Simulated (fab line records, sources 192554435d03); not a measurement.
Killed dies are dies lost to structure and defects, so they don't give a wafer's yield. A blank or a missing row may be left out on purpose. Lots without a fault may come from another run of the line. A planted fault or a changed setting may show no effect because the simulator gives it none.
Split-lot experiment | flow n5_finfet | 7 lots, 21 wafers read, on a route of 1938 steps

THE SPLIT
At N5_BEOL_M0_SAQP_SPACER1_ALD_98 (deposits SiO2, target thk 12.8 nm, pulse time 1 s, purge time 2 s), the setting temp_c was moved away from the recipe's 300 C on 6 of the 21 wafers read, by -4.1% to +3.7%. The other wafers ran this setting at the recipe's value.

FROM THE SPLIT TO THE READING: what the file shows between them, 1 step
- N5_BEOL_M0_SAQP_SPACER1_ETCHBACK_99: etches SiO2 in CHF3/O2, target depth 15.4 nm, time 7.7 s

THE READING
BEOL_M0_SAQP.cd_nm (the simulator's own value, which no gauge read), in nm, at N5_BEOL_M0_SAQP_MANDREL1_REMOVE_100 (chemistry HBr/Cl2/O2, target a-Si, stops on SiNx, bt time 10 s). The file gives no usual value for it. The 15 wafers here that ran the recipe average 12.8 nm, standard deviation 0.08 nm.

wafer  | tool, chamber at the split | temp_c as run, C | against the recipe | BEOL_M0_SAQP.cd_nm, nm | against lot-mates on the recipe
L074.2 | ald_sin-03, 1,0            | 288              | -4.0%              | 13.4                   | +0.6
L074.4 | ald_sin-03, 1,0            | 288              | -4.0%              | 13.4                   | +0.6
L074.3 | ald_sin-03, 3              | 300              | recipe             | 12.8                   | -
L076.3 | ald_sin-03, 1,0,1          | 300              | recipe             | 12.8                   | -
L076.4 | ald_sin-03, 1,0,1          | 300              | recipe             | 12.8                   | -
L076.6 | ald_sin-03, 1,0,1          | 300              | recipe             | 13                     | -
L080.3 | ald_sin-02, 0              | 300              | recipe             | 12.8                   | -
L080.4 | ald_sin-02, 3,1            | 287.7            | -4.1%              | 13.4                   | +0.6
L080.5 | ald_sin-02, 3,1            | 287.7            | -4.1%              | 13.4                   | +0.6
L085.3 | ald_sin-03, 1,2,2          | 300              | recipe             | 12.8                   | -
L085.4 | ald_sin-03, 1,2,2          | 300              | recipe             | 12.8                   | -
L085.5 | ald_sin-03, 1,2,2          | 300              | recipe             | 12.8                   | -
L088.4 | ald_sin-03, 1,3,2          | 300              | recipe             | 12.8                   | -
L088.5 | ald_sin-03, 1,3,2          | 300              | recipe             | 12.8                   | -
L088.6 | ald_sin-03, 1,3,2          | 300              | recipe             | 12.8                   | -
L091.1 | ald_sin-03, 0,2,0          | 300              | recipe             | 13                     | -
L091.2 | ald_sin-03, 0,2,0          | 300              | recipe             | 13                     | -
L091.6 | ald_sin-03, 0,2,0          | 300              | recipe             | 12.8                   | -
L093.2 | ald_sin-04, 1              | 300              | recipe             | 12.8                   | -
L093.3 | ald_sin-04, 0,1            | 311.2            | +3.7%              | 12.6                   | -0.2
L093.5 | ald_sin-04, 0,1            | 311.2            | +3.7%              | 12.6                   | -0.2
Where a row lists several chambers, the file gives one row for several wafers and doesn't say which wafer went through which chamber.

THE FIT
A straight line over all 21 wafers: BEOL_M0_SAQP.cd_nm changes by -0.113 nm for each +1% of temp_c; r = -0.93; the points scatter about the line by 0.096 nm.
The same after taking each lot's own level away (the mean of its wafers on the recipe; 21 wafers): -0.116 nm for each +1%; r = -0.93; scatter 0.098 nm.
On that fit, the largest move of temp_c shifts the reading by 0.47 nm.
The lots' own levels span 12.80 to 12.93 nm, that is 1.7 times the standard deviation above.
So the lot-to-lot level changes the slope little: the two slopes agree.
Check: with one of the wafers moved furthest among these (-4.1%) left out of the fit, the line predicts +0.501 nm for it against its lot-mates. It came out at +0.6 nm against them.

OTHER SPLITS ON THESE WAFERS
These wafers also went through other splits before the reading. Each is held against what the fit with the lots' levels taken away leaves over:
other split on the same wafers                  | wafers away from the commonest value | r with BEOL_M0_SAQP.cd_nm (lot level and that fit taken away)
N5_HKMG_FIN_ETCH_86 target_depth_a              | 7                                    | -0.29
N5_MOL_CONTACT_COAG_CONTACT_ETCH_14 source_w    | 7                                    | -0.70
N5_MOL_CONTACT_COAG_ETCH_67 source_w            | 4                                    | -0.40
N5_MOL_CONTACT_COAG_ETCHBACK_136 target_depth_a | 6                                    | +0.07

THE WHOLE CHAIN: every reading that the file lists as answering this split, in the file's order
step                                | what it does                                                      | reading                                                                                     | change (the file's fit)              | r (the file's)
N5_BEOL_M0_SAQP_SPACER1_ALD_98      | deposits SiO2, target thk 12.8 nm, pulse time 1 s, purge time 2 s | SiO2_of_BEOL_M0_SAQP_SPACER1_ALD_98.thk_nm (the simulator's own value, which no gauge read) | -0.12 nm for each +1% of the setting | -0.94
N5_BEOL_M0_SAQP_MANDREL1_REMOVE_100 | chemistry HBr/Cl2/O2, target a-Si, stops on SiNx, bt time 10 s    | BEOL_M0_SAQP.cd_nm (the simulator's own value, which no gauge read)                         | -0.12 nm for each +1% of the setting | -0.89

THE FILE'S OWN FIT
BEOL_M0_SAQP.cd_nm changes by -0.12 nm for each +1% of temp_c, r = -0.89.
